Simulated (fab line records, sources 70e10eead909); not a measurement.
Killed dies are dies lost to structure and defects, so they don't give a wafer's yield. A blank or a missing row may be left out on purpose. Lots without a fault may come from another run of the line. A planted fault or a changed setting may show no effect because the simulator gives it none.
Which tool did it? | flow nand_harc | 11 lots, 33 wafers sampled, at 5 steps of a route of 1159

WHAT THE GAUGES READ, wafer by wafer
NHARC_P_BONDPAD_CD_MEAS_09: target cd 500 nm. Usual: cd_nm 501.5 nm, standard deviation 1.9.
lot  | measured     | on        | cd_nm (nm)        | flag
L423 | day 6 01:55  | cd_sem-03 | 500.4 499.6 501.0 |
L424 | day 6 12:49  | cd_sem-03 | 499.2 501.7 501.1 |
L427 | day 7 05:35  | cd_sem-03 | 503.5 501.7 503.5 |
L426 | day 7 06:02  | cd_sem-01 | 505.0 502.5 501.7 |
L428 | day 7 16:10  | cd_sem-01 | 499.4 499.2 500.9 |
L430 | day 7 21:05  | cd_sem-01 | 506.6 504.8 504.6 |
L432 | day 8 13:15  | cd_sem-02 | 499.3 500.7 503.6 |
L431 | day 8 13:35  | cd_sem-03 | 501.0 499.0 503.3 |
L435 | day 9 15:19  | cd_sem-03 | 504.6 502.7 502.4 |
L436 | day 9 16:55  | cd_sem-03 | 501.4 503.6 501.0 |
L443 | day 11 09:19 | cd_sem-02 | 501.5 501.2 498.9 |

NHARC_P_BONDPAD_CD_MEAS_13. Usual: cd_nm 501.2 nm, standard deviation 2.1.
lot  | measured     | on        | cd_nm (nm)        | flag
L423 | day 6 02:27  | cd_sem-03 | 500.9 497.3 499.6 |
L424 | day 6 13:20  | cd_sem-03 | 500.5 500.0 501.9 |
L427 | day 7 06:07  | cd_sem-01 | 502.8 501.5 502.3 |
L426 | day 7 06:36  | cd_sem-03 | 504.6 502.3 502.7 |
L428 | day 7 16:42  | cd_sem-03 | 499.2 498.2 502.3 |
L430 | day 7 21:37  | cd_sem-01 | 506.4 503.5 503.4 |
L432 | day 8 13:46  | cd_sem-02 | 499.3 501.9 503.1 |
L431 | day 8 14:06  | cd_sem-02 | 501.0 499.8 503.4 |
L435 | day 9 15:50  | cd_sem-02 | 504.4 504.2 502.0 |
L436 | day 9 17:28  | cd_sem-01 | 500.7 502.3 500.8 |
L443 | day 11 09:51 | cd_sem-02 | 499.5 502.2 498.1 |

NHARC_END_SORT_01. Usual: defect_limited_yield 95.4 %, standard deviation 1.7; killed_at_array 27, standard deviation 11; killed_at_other 0.6, standard deviation 0.89; killed_at_periphery 3.0, standard deviation 2.4; killed_dies 31, standard deviation 12; killed_open 3.2, standard deviation 1.6; killed_short 2.0, standard deviation 1.5; sort_bin_2_pct 1.5 %, standard deviation 0.69; sort_bin_3_pct 0.23 %, standard deviation 0.22; sort_bin_4_pct 2.9 %, standard deviation 1.1; sort_n_pass 646, standard deviation 12; sort_rim_yield_pct 94 %, standard deviation 3.3; sort_yield_pct 95.4 %, standard deviation 1.7.
lot  | measured     | on        | defect_limited_yield (%) | killed_at_array | killed_at_other | killed_at_periphery | killed_dies | killed_open | killed_short | sort_bin_2_pct (%) | sort_bin_3_pct (%) | sort_bin_4_pct (%) | sort_n_pass | sort_rim_yield_pct (%) | sort_yield_pct (%) | flag
L423 | day 19 16:58 | prober-02 | 95.3 95.6 95.1           | 27 26 31        | 1 1 0           | 4 3 2               | 32 30 33    | 3 3 2       | 1 1 2        | 1.6 1.9 1.3        | 0.30 0.15 0.30     | 2.8 2.4 3.2        | 645 647 644 | 94 94 92               | 95.3 95.6 95.1     |
L424 | day 20 02:20 | prober-01 | 95.9 96.3 95.0           | 23 21 33        | 1 0 0           | 4 4 1               | 28 25 34    | 3 2 2       | 0 0 4        | 0.4 1.5 1.3        | 0.15 0.30 0        | 3.5 1.9 3.7        | 649 652 643 | 91 98 91               | 95.9 96.3 95.0     |
L427 | day 20 16:12 | prober-01 | 93.8 93.5 93.2           | 38 36 35        | 0 0 0           | 4 8 11              | 42 44 46    | 5 5 4       | 1 1 3        | 2.4 1.5 2.4        | 0.30 0 0.44        | 3.5 5.0 4.0        | 635 633 631 | 92 92 92               | 93.8 93.5 93.2     |
L426 | day 20 08:45 | prober-02 | 98.5 97.9 97.6           | 10 12 12        | 0 0 0           | 0 2 4               | 10 14 16    | 5 4 3       | 0 0 4        | 0.3 0.7 0.9        | 0 0 0              | 1.2 1.3 1.5        | 667 663 661 | 97 99 97               | 98.5 97.9 97.6     |
L428 | day 21 00:01 | prober-01 | 97.3 97.8 98.5           | 15 12 10        | 0 0 0           | 3 3 0               | 18 15 10    | 2 2 3       | 2 2 1        | 0.9 0.9 0.3        | 0.15 0.15 0        | 1.6 1.2 1.2        | 659 662 667 | 98 99 98               | 97.3 97.8 98.5     |
L430 | day 21 01:12 | prober-02 | 94.8 93.4 93.5           | 32 42 36        | 1 2 4           | 2 1 4               | 35 45 44    | 3 4 2       | 3 4 5        | 2.4 1.6 2.1        | 0 0 0.44           | 2.8 5.0 4.0        | 642 632 633 | 92 93 93               | 94.8 93.4 93.5     |
L432 | day 21 18:46 | prober-02 | 94.1 95.0 94.1           | 37 31 38        | 1 0 1           | 2 3 1               | 40 34 40    | 0 6 5       | 2 0 4        | 1.8 2.1 2.5        | 0 0 0.15           | 4.1 3.0 3.2        | 637 643 637 | 92 96 94               | 94.1 95.0 94.1     |
L431 | day 21 09:57 | prober-01 | 97.3 96.9 97.8           | 15 16 12        | 1 0 1           | 2 5 2               | 18 21 15    | 2 3 4       | 2 3 1        | 0.9 1.2 0.6        | 0 0.15 0           | 1.8 1.8 1.6        | 659 656 662 | 97 93 97               | 97.3 96.9 97.8     |
L435 | day 22 20:36 | prober-01 | 96.2 94.7 95.6           | 23 31 27        | 0 0 1           | 3 5 2               | 26 36 30    | 2 2 2       | 2 3 3        | 1.0 2.1 1.5        | 0 0 0              | 2.8 3.2 3.0        | 651 641 647 | 97 97 93               | 96.2 94.7 95.6     |
L436 | day 22 03:23 | prober-02 | 92.9 93.2 94.1           | 45 45 38        | 0 0 0           | 3 1 2               | 48 46 40    | 2 3 4       | 2 1 4        | 1.9 3.0 2.1        | 0.15 0.44 0.15     | 5.0 3.4 3.7        | 629 631 637 | 92 86 93               | 92.9 93.2 94.1     |
L443 | day 25 00:32 | prober-02 | 92.5 92.2 93.9           | 46 51 39        | 0 0 0           | 5 2 2               | 51 53 41    | 3 4 4       | 2 4 2        | 2.4 2.7 1.9        | 0.44 0.15 0.15     | 4.7 5.0 4.0        | 626 624 636 | 88 90 93               | 92.5 92.2 93.9     |

WHICH TOOL RAN EACH LOT (tool, then ch and the chambers of the sampled wafers, then the start)
lot  | NHARC_P_BONDPAD_STRIP_15          | NHARC_P_BONDPAD_ETCH_24
L423 | rie_diel-07 ch 0,1,2, day 6 02:32 | rie_diel-07 ch 0,2,3, day 6 02:41
L424 | rie_diel-13 ch 0,3, day 6 13:25   | rie_diel-13 ch 0,1,3, day 6 13:34
L427 | rie_diel-07 ch 0,1, day 7 06:11   | rie_diel-07 ch 0,1, day 7 06:20
L426 | rie_diel-07 ch 0,1,3, day 7 06:41 | rie_diel-07 ch 0,1,2, day 7 06:49
L428 | rie_diel-07 ch 0,2,3, day 7 16:48 | rie_diel-07 ch 1,3, day 7 16:55
L430 | rie_diel-07 ch 0,2,3, day 7 21:41 | rie_diel-07 ch 1,2,3, day 7 21:50
L432 | rie_diel-06 ch 1,2, day 8 13:51   | rie_diel-06 ch 1,2,3, day 8 14:06
L431 | rie_diel-07 ch 0,2,3, day 8 14:11 | rie_diel-07 ch 0,1,3, day 8 14:46
L435 | rie_diel-07 ch 1,3, day 9 15:56   | rie_diel-07 ch 1,2,3, day 9 16:05
L436 | rie_diel-07 ch 0,2,3, day 9 17:33 | rie_diel-07 ch 0,1,2, day 9 17:42
L443 | rie_diel-07 ch 1,2, day 11 09:55  | rie_diel-07 ch 0,2,3, day 11 10:04
- NHARC_P_BONDPAD_STRIP_15: strips in O2.
- NHARC_P_BONDPAD_ETCH_24: etches the open film in CF4/N2, target depth 30 nm, time 72.99 s.

WHAT THE TOOLS THEMSELVES READ (means of the sampled wafers that have a number; where no wafer has one, the mark that the record gives instead)
NHARC_P_BONDPAD_STRIP_15. Usual: drypump_motor_current_A 5.5 A, standard deviation 0.47; oes_product_au 1.003 a.u., standard deviation 0.0089; rf_vpp_V 57.6 V, standard deviation 0.89; showerhead_plenum_p_Torr 3.49 Torr, standard deviation 0.13; throttle_valve_pct 17.036 %, standard deviation 0.0095.
lot  | tool        | drypump_motor_current_A (A) | oes_product_au (a.u.) | rf_vpp_V (V) | showerhead_plenum_p_Torr (Torr) | throttle_valve_pct (%) | flag
L423 | rie_diel-07 | 5.5                         | 1.001                 | 57.5         | 3.50                            | 17.036                 |
L424 | rie_diel-13 | 5.5                         | 1.001                 | 57.9         | 3.54                            | 17.030                 |
L427 | rie_diel-07 | 5.4                         | 1.006                 | 57.2         | 3.48                            | 17.038                 |
L426 | rie_diel-07 | 5.5                         | 1.002                 | 58.5         | 3.55                            | 17.031                 |
L428 | rie_diel-07 | 5.7                         | 0.992                 | 57.9         | 3.57                            | 17.037                 |
L430 | rie_diel-07 | 5.7                         | 1.000                 | 57.7         | 3.57                            | 17.038                 |
L432 | rie_diel-06 | 5.6                         | 0.995                 | 56.9         | 3.39                            | 17.043                 |
L431 | rie_diel-07 | 5.7                         | 0.996                 | 57.8         | 3.57                            | 17.035                 |
L435 | rie_diel-07 | 5.0                         | 1.003                 | 57.8         | 3.44                            | 17.029                 |
L436 | rie_diel-07 | 5.6                         | 0.999                 | 58.2         | 3.57                            | 17.029                 |
L443 | rie_diel-07 | 5.3                         | 1.003                 | 57.7         | 3.41                            | 17.040                 |

NHARC_P_BONDPAD_ETCH_24. Usual: drypump_motor_current_A 5.6 A, standard deviation 0.47; oes_product_au 1.001 a.u., standard deviation 0.0093; rf_vpp_V 313.7 V, standard deviation 1.9; run_length_s 94.3 s, standard deviation 0.42; showerhead_plenum_p_Torr 2.60 Torr, standard deviation 0.099; throttle_valve_pct 19.793 %, standard deviation 0.0083.
lot  | tool        | drypump_motor_current_A (A) | oes_product_au (a.u.) | rf_vpp_V (V) | run_length_s (s) | showerhead_plenum_p_Torr (Torr) | throttle_valve_pct (%) | flag
L423 | rie_diel-07 | 5.7                         | 0.998                 | 315.2        | 94.6             | 2.66                            | 19.786                 |
L424 | rie_diel-13 | 5.5                         | 1.013                 | 314.4        | 94.3             | 2.63                            | 19.782                 |
L427 | rie_diel-07 | 5.8                         | 1.006                 | 314.7        | 94.7             | 2.66                            | 19.791                 |
L426 | rie_diel-07 | 5.6                         | 0.994                 | 314.0        | 94.7             | 2.60                            | 19.795                 |
L428 | rie_diel-07 | 5.2                         | 0.996                 | 314.6        | 94.4             | 2.62                            | 19.800                 |
L430 | rie_diel-07 | 5.2                         | 0.993                 | 313.1        | 94.6             | 2.58                            | 19.784                 |
L432 | rie_diel-06 | 5.8                         | 1.002                 | 312.4        | 93.8             | 2.52                            | 19.794                 |
L431 | rie_diel-07 | 5.5                         | 1.002                 | 314.7        | 94.5             | 2.64                            | 19.787                 |
L435 | rie_diel-07 | 5.2                         | 0.995                 | 313.5        | 94.5             | 2.58                            | 19.788                 |
L436 | rie_diel-07 | 5.5                         | 0.998                 | 314.2        | 94.6             | 2.60                            | 19.796                 |
L443 | rie_diel-07 | 5.7                         | 0.997                 | 314.3        | 93.4             | 2.65                            | 19.801                 |

THE ANSWER, worked out from the rows above alone
Rule: a lot is off if the mean of its wafers that have a number lies more than 3 standard deviations from the usual mean. A lot without any number at a reading at which 4 lots or more have one is off too. The other lots that the step has rows for count as sound. The gauges are gone through in route order, then the tools' own readings, and for those a lot's mean is taken as printed above. The first step at which some lot is off is used, and at that step the reading that is off furthest; a lot without a number counts as furthest.
No lot is off at any reading shown: from this, nothing can be told.

WHAT THE SIMULATOR HAD PUT IN
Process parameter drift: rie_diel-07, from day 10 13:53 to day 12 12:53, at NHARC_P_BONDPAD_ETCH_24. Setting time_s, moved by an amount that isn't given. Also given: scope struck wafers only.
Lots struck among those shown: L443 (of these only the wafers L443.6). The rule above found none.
